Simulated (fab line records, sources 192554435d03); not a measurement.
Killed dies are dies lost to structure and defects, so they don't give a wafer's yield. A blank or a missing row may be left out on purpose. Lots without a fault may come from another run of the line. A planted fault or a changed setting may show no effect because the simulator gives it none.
A struck lot beside a sound one | flow n5_finfet | 36 steps out of a route of 1938
Sound: wafers L578.2, L578.3, L578.6. Struck: wafer L566.4. (L566.2, L566.6 of the same lot were not struck and are left out.) The cause comes at the end.
At each step with rows: each side's tool, then ch and its chambers, then its first start. Under that, the readings that differ: sound wafers | struck wafers | difference of the means | sigmas: that difference in standard deviations of wafers without a fault.
alike: readings whose means differ by less than 2 such deviations, and words and numbers that are the same on both sides. not compared: withheld readings, readings that some wafer has no value for, bounds like >300 that may hide the same value, and numbers for which the record gives no deviation and whose values overlap.
The two part at a step that has a row with sigmas, a row that says differs or no value, or rows on one side only. Numbers that don't overlap but have no deviation are shown without sigmas and don't part them. A reading that every wafer of one side lacks parts them only if that side has two wafers or more.

first, 9 steps without rows for these wafers: N5_BEOL_M5_ANNEAL_89 (time 1800 s); N5_BEOL_M5_SPUTTER_90 (material Cu, target thk 4.5 nm, time 8.29 s); N5_BEOL_M5_ECD_50 (material Cu, target thk 300 nm); N5_BEOL_M5_ANNEAL_51 (time 90 s); N5_BEOL_M5_CMP_52 (polishes, stops on SiCOH lowk, t overpolish 6.9 s, target thk 62 nm); N5_BEOL_M5_PRE_CLEAN_77 (time 15 s); N5_BEOL_M5_CO_CAP_78 (material Co, precursor CCTBA/H2, target thk 2 nm, time 102.1 s); N5_BEOL_M5_PRE_CLEAN_55 (time 15 s); N5_BEOL_M5_DEP_56 (deposits SiCN from 3MS/NH3, target thk 8 nm, time 14 s).
N5_BEOL_M6_ILD_DEP_00: deposits SiCOH lowk from DEMS/porogen, target thk 179.75 nm, time 33.4 s.
  sound on pecvd-03 ch 1, day 14 15:07; struck on pecvd-03 ch 2, day 10 11:29
  reading                                            | sound             | struck | difference | sigmas
  model.SiCOH_lowk_of_BEOL_M6_ILD_DEP_00.thk_nm (nm) | 176.6 180.6 178.8 | 192.4  | +13.7      |
  alike: heater_power_w, showerhead_plenum_p_Torr, throttle_valve_pct
then, 1 step without rows for these wafers: N5_BEOL_M6_CURE_74 (cures SiCOH lowk, time 240 s).
N5_BEOL_M6_THK_MEAS_01:
  sound on film_metro-01, day 14 15:43; struck on film_metro-01, day 10 12:04
  reading         | sound             | struck | difference | sigmas
  M6_ILD_THK (nm) | 152.1 155.8 154.0 | 165.8  | +11.8      | +6
then, 23 steps without rows for these wafers: N5_BEOL_M6_PECVD_70 (deposits SiO2 from TEOS/O2, target thk 20 nm, time 22.7 s); N5_BEOL_M6_HM_DEP_02 (deposits TiN, target thk 20 nm); N5_BEOL_M6_COAT_59 (time 60 s, resist thk 100 nm); N5_BEOL_M6_COAT_60 (time 60 s, resist thk 35 nm); N5_BEOL_M6_COAT_05 (resist thk 90 nm); N5_BEOL_M6_EBR_07; N5_BEOL_M6_SOFTBAKE_06 (time 60 s); N5_BEOL_M6_EXPOSE_08 (exposes mask M6); N5_BEOL_M6_PEB_09 (peb time 60 s); N5_BEOL_M6_DEVELOP_10 (develop time 30 s); N5_BEOL_M6_DESCUM_16 (chemistry O2, time 7.9 s); N5_BEOL_M6_ETCH_61 (etches SiARC in CF4, target depth 45.5 nm, time 75.8 s); N5_BEOL_M6_ETCH_62 (etches SOC in N2/H2, target depth 110 nm, overetch 22 nm, time 165 s); N5_BEOL_M6_STRIP_68 (strips in N2/H2); N5_BEOL_M6_STRIP_67 (strips in CF4); N5_BEOL_M6_HM_OPEN_17 (chemistry Cl2/BCl3, target TiN, target depth 20 nm, overetch 6 nm); N5_BEOL_M6_STRIP_19 (strips in O2); N5_BEOL_M6_COAT_63 (time 60 s, resist thk 60 nm); N5_BEOL_M6_COAT_64 (time 60 s, resist thk 12 nm); N5_BEOL_M6_COAT_71 (time 60 s, resist thk 5 nm); N5_BEOL_M6_COAT_22 (resist thk 30 nm); N5_BEOL_M6_EBR_24; N5_BEOL_M6_SOFTBAKE_23 (time 60 s).
N5_BEOL_M6_CMP_52: polishes, stops on SiCOH lowk, t overpolish 6.9 s, target thk 80 nm.
  sound on cmp-04 ch 0,1,2, day 15 00:35; struck on cmp-01 ch 3, day 10 18:16
  reading                                            | sound             | struck | difference | sigmas
  model.SiCOH_lowk_of_BEOL_M6_ILD_DEP_00.thk_nm (nm) | 149.2 152.6 151.2 | 163    | +12        |
  alike: head_pressure_psi, motor_current_A

WHERE THEY PART
Only at N5_BEOL_M6_THK_MEAS_01, within this record. Later steps at which nothing parts them and some readings are alike: N5_BEOL_M6_CMP_52.

WHY: what the simulator had put in
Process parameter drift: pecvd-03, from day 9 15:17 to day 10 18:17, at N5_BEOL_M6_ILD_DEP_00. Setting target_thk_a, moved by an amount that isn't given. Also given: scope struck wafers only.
